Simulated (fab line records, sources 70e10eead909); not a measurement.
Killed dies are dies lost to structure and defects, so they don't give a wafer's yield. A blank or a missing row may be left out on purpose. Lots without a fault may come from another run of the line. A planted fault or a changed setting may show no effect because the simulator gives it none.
Which tool did it? | flow nand_harc | 6 lots, 18 wafers sampled, at 2 steps of a route of 1159

WHAT THE GAUGES READ, wafer by wafer
NHARC_P_BONDPAD_THK_MEAS_33: measures by ellipsometry.
lot  | measured     | on            | thk_nm (nm)
L446 | day 7 08:41  | film_metro-01 | 200.2 198.0 198.9
L450 | day 7 21:15  | film_metro-01 | 198.6 197.3 199.3
L453 | day 8 16:22  | film_metro-02 | 202.0 200.7 197.3
L458 | day 9 17:50  | film_metro-02 | 199.7 201.4 199.5
L465 | day 11 13:01 | film_metro-02 | 201.5 200.0 200.1
L467 | day 12 05:09 | film_metro-02 | 199.4 198.9 198.9

WHICH TOOL RAN EACH LOT (tool, then ch and the chambers of the sampled wafers, then the start)
lot  | NHARC_P_M2_ANNEAL_31
L446 | rtp_anneal-02 ch 0, day 7 06:43
L450 | rtp_anneal-02 ch 0, day 7 19:15
L453 | rtp_anneal-01 ch 0, day 8 14:18
L458 | rtp_anneal-02 ch 0, day 9 15:48
L465 | rtp_anneal-02 ch 0, day 11 11:07
L467 | rtp_anneal-01 ch 0, day 12 03:13
- NHARC_P_M2_ANNEAL_31: time 90 s.

THE ANSWER, worked out from the rows above alone
Rule: what is usual is taken from the lots themselves. Put in order of their means at a reading, lots are off if they are a third of the lots or fewer, leave a main group of 4 or more, and stand apart from it by a gap of 3 or more times the standard deviation of the main group's means; of several such gaps the widest counts. A main group whose means are all the same, to the digits that the tables above print for the reading, isn't used. A lot without any number at a reading at which 4 lots or more have one is off too. The other lots that the step has rows for count as sound.
No lot is off at any reading shown: from this, nothing can be told.

WHAT THE SIMULATOR HAD PUT IN
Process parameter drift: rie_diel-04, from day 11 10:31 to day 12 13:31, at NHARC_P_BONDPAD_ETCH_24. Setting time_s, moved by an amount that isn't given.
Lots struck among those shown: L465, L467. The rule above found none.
